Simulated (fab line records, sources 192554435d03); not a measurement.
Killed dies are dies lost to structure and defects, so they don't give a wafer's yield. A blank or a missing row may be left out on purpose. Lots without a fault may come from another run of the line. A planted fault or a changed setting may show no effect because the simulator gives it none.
Chamber matching | flow n5_finfet | N5_BEOL_M5_ILD_DEP_00 on pecvd-01: 3 sister chambers
The step deposits SiCOH lowk from DEMS/porogen, target thk 140.64 nm, time 25.9 s. 3 wafers are shown with their chamber, then 7 later ones without.

WAFERS WITH THEIR CHAMBER
wafer  | chamber | showerhead_vpp_V (V)
L089.6 | 1       | 1382
L090.2 | 2       | 1300
L090.3 | 0       | 1477

WAFERS WITHOUT THEIR CHAMBER
wafer  | showerhead_vpp_V (V)
L090.6 | 1465
L092.2 | 1289
L092.4 | 1318
L092.5 | 1362
L095.2 | 1289
L095.4 | 1439
L095.5 | 1324

WHICH CHAMBER EACH WENT THROUGH
wafer  | from the rows above     | in truth
L090.6 | 0                       | 0
L092.2 | 2                       | 2
L092.4 | 2                       | 2
L092.5 | can't be placed: 1 or 2 | 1
L095.2 | 2                       | 2
L095.4 | can't be placed: 0 or 1 | 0
L095.5 | can't be placed: 2 or 1 | 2
Placed correctly: 4 of 7. Can't be placed from these rows: 3 (the true chamber is among the candidates in 3). Placed wrongly: 0.
How it was worked out, from the rows above alone: a wafer's distance from a chamber is the root of the sum, over the readings, of the square of ((its reading less the chamber's mean) divided by the reading's scatter). The wafer belongs to the nearest chamber; if the next one is less than 2 further off, it can't be placed. A chamber's mean is the mean of its shown wafers. The scatter: with one shown wafer a chamber, the root of the mean of the squares of how far each hidden wafer lies from its nearest shown one.
